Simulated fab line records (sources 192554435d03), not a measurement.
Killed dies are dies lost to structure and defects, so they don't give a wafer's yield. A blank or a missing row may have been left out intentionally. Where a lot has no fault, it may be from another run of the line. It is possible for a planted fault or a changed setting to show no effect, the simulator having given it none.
A struck lot beside a sound one | flow n5_finfet | 16 steps out of a route of 1938
Sound: these wafers, L352.2, L352.3, L352.5. Struck: wafer L363.6 (left out: L363.1, a lot-mate that was not struck); the cause follows at the end.
For every step that has rows: the tool of each side, followed by ch and its chambers, followed by its first start. Under that, the readings that differ: sound wafers | struck wafers | difference of the means | sigmas: that difference in standard deviations of wafers without a fault.
alike: a reading whose means differ by less than 2 such deviations, as well as words and numbers matching on both sides. not compared: withheld readings; readings where some wafer has no value; bounds like >300 that might hide an equal value; numbers whose values overlap and for which the record gives no deviation.
A row with sigmas, a row that says differs or no value, or rows on one side alone: a step with any of these is where the two part. Numbers that have no deviation but don't overlap get no sigmas and don't part them. Lack of a reading on every wafer of one side parts them only where that side has two or more wafers.

first, 8 steps without rows for these wafers: N5_BEOL_M0_SAQP_COAT_81 (time 60 s, resist thk 100 nm); N5_BEOL_M0_SAQP_COAT_82 (time 60 s, resist thk 30 nm); N5_BEOL_M0_SAQP_COAT_08 (resist thk 90 nm); N5_BEOL_M0_SAQP_EBR_10; N5_BEOL_M0_SAQP_SOFTBAKE_09 (time 60 s); N5_BEOL_M0_SAQP_EXPOSE_11 (exposes mask M0 CORE, target cd 42 nm); N5_BEOL_M0_SAQP_PEB_12 (peb time 60 s); N5_BEOL_M0_SAQP_DEVELOP_13 (develop time 30 s).
N5_BEOL_M0_SAQP_CD_MEAS_14 targets a cd of 42.5 nm.
  sound on cd_sem-02 ch 0, day 6 21:11; struck on cd_sem-02 ch 0, day 9 10:09
  alike: cd_nm
N5_BEOL_M0_SAQP_OVL_MEAS_15:
  sound on overlay-02 ch 0, day 6 21:13; struck on overlay-01 ch 0, day 9 10:11
  alike: M0_CORE_OVL
N5_BEOL_M0_SAQP_INSPECT_16: inspects for defects (brightfield).
  sound: defect_inspect-01 at day 6 21:14; struck: defect_inspect-01 at day 9 10:12
  alike: raw_defect_count
N5_BEOL_M0_SAQP_DESCUM_19: chemistry O2, time 7.9 s.
  sound on rie_diel-01 ch 1,2,3, day 6 21:16; struck on rie_diel-04 ch 2, day 9 10:27
  alike: drypump_motor_current_A, oes_product_au, rf_vpp_V, showerhead_plenum_p_Torr, throttle_valve_pct
  not compared: rf_hours_counter_h
N5_BEOL_M0_SAQP_ETCH_83: etches SiARC in CF4, target depth 39 nm, time 65 s.
  sound on rie_diel-01 ch 1,2,3, day 6 21:19; struck on rie_diel-04 ch 2, day 9 10:29
  reading               | sound          | struck | difference | sigmas
  etch_rf_on_time_s (s) | 65.7 65.2 65.9 | 100.6  | +35.0      | +43
  alike: drypump_motor_current_A, oes_product_au, rf_vpp_V, showerhead_plenum_p_Torr, throttle_valve_pct
  not compared: rf_hours_counter_h
N5_BEOL_M0_SAQP_ETCH_84: etches SOC in N2/H2, target depth 100 nm, overetch 20 nm, time 150 s.
  sound on rie_diel-01 ch 1,2,3, day 6 21:22; struck on rie_diel-04 ch 2, day 9 10:32
  alike: drypump_motor_current_A, oes_product_au, rf_vpp_V, showerhead_plenum_p_Torr, throttle_valve_pct
  not compared: rf_hours_counter_h
-- record jumps: 3 days separate the struck wafers' starts on either side; left off in module BEOL_M0_SAQP, taken up again in module BEOL_M4, whose first shown step is the route's number 1111 --
N5_BEOL_M4_RC_MEAS_101:
  sound on prober-01 ch 0, day 9 00:02; struck on prober-01 ch 0, day 12 05:11
  reading       | sound          | struck | difference | sigmas
  DIBL_N (mV/V) | 36.7 36.0 36.0 | 39.6   | +3.4       | +2
  alike: DIBL_P, IOFF_N, IOFF_P, ION_N, ION_P, SS_N, SS_P, VT_N, VT_P
-- the record jumps here: 4 days lie between the struck wafers' starts before and after (it left off in module BEOL_M4 and takes up again in module PASSIVATION, whose first step shown is number 1936 of the route) --
N5_PASSIVATION_PROBE_49:
  sound: prober-01 at day 13 10:18; struck: prober-01 at day 16 13:38
  reading            | sound    | struck | difference | sigmas
  killed_at_M0_to_M3 | 29 46 26 | 15     | -19        | -2
  killed_at_M4_up    | 11 18 3  | 22     | +11        | +3
  alike: defect_limited_yield, killed_at_contacts, killed_at_front_end, killed_at_other, killed_dies, killed_open, killed_short, sort_bin_5_function, sort_bin_6_memory, sort_n_pass, sort_yield_pct

== WHERE THEY PART ==
First at N5_BEOL_M0_SAQP_ETCH_83; last, within this record, at N5_PASSIVATION_PROBE_49.

WHY: the cause the simulator had injected
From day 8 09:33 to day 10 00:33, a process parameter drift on rie_diel-04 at N5_BEOL_M0_SAQP_ETCH_83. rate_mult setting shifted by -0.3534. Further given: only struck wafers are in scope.
